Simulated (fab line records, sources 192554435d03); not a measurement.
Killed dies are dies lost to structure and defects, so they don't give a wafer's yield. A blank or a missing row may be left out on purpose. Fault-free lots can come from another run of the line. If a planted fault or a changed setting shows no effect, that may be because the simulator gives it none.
Chamber matching -- flow n5Finfet -- rieDiel-03 running N5_BEOL_M9_STRIP_67: 4 sister chambers
The step strips in CF4. 27 wafers are shown with their chamber, then 12 later ones without.

## WAFERS, EACH WITH ITS CHAMBER
wafer,chamber,showerheadPlenumPTorr (Torr),drypumpMotorCurrentA (A),throttleValvePct (%)
L077.1,3,1.87,6.4,13.83
L077.2,0,1.81,5.2,13.58
L077.3,2,1.77,6.6,13.75
L077.4,1,1.74,5.8,13.26
L077.5,3,1.87,6.4,13.82
L077.6,0,1.81,5.2,13.58
L076.1,1,1.74,5.8,13.27
L076.2,3,1.87,6.5,13.82
L076.3,2,1.77,6.6,13.76
L076.4,0,1.81,5.3,13.58
L076.5,1,1.74,5.8,13.29
L076.6,2,1.77,6.5,13.76
L079.1,0,1.81,5.3,13.59
L079.2,1,1.74,5.8,13.28
L079.3,2,1.77,6.6,13.75
L079.4,1,1.74,5.9,13.27
L079.5,0,1.81,5.3,13.58
L079.6,2,1.77,6.6,13.75
L078.1,1,1.74,5.9,13.29
L078.4,2,1.77,6.6,13.79
L078.5,0,1.80,5.2,13.60
L088.1,3,1.86,6.4,13.86
L088.2,1,1.74,5.9,13.33
L088.3,0,1.80,5.2,13.63
L090.1,0,1.80,5.3,13.64
L090.3,1,1.73,5.8,13.35
L090.5,1,1.73,5.8,13.35

SIGNATURES (means of the wafers above)
reading,chamber 0,chamber 1,chamber 2,chamber 3,scatter within a chamber
showerheadPlenumPTorr,1.8063,1.7378,1.7700,1.8675,0.00426
drypumpMotorCurrentA,5.250,5.833,6.583,6.425,0.0493
throttleValvePct,13.5975,13.2989,13.7600,13.8325,0.0266
Rule: for a wafer and a chamber, the distance is found by dividing, reading by reading, the gap between the wafer's reading and the chamber's mean by the reading's scatter, squaring, summing and taking the root. If the next closest chamber is less than 2 further off than the closest, the wafer can't be placed; otherwise it belongs to the closest. How the scatter is found: for the shown wafers, subtract from each reading the mean of its chamber, square and add these, divide the total by (wafers less chambers), then take the root.

## WAFERS MISSING THEIR CHAMBER
wafer,showerheadPlenumPTorr (Torr),drypumpMotorCurrentA (A),throttleValvePct (%)
L089.2,1.86,6.4,13.91
L089.4,1.80,5.3,13.64
L089.6,1.73,5.8,13.34
L092.1,1.77,6.5,13.25
L092.3,1.73,5.8,13.36
L092.4,1.80,5.2,13.66
L093.1,1.79,5.2,13.65
L093.5,1.77,6.6,13.28
L093.6,1.73,5.8,13.37
L094.2,1.77,6.6,13.29
L094.3,1.73,5.8,13.37
L094.5,1.73,5.8,13.37

## WHICH CHAMBER EACH ONE RAN IN
wafer,from the rows above,in truth
L089.2,3,3
L089.4,0,0
L089.6,1,1
L092.1,1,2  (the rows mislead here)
L092.3,1,1
L092.4,0,0
L093.1,0,0
L093.5,can't be placed: 1 or 2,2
L093.6,1,1
L094.2,can't be placed: 1 or 2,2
L094.3,1,1
L094.5,1,1
Correct placement for 9 of the 12. Not placeable from these rows: 2 (in 2, the candidates include the true chamber). Number placed wrongly: 1.
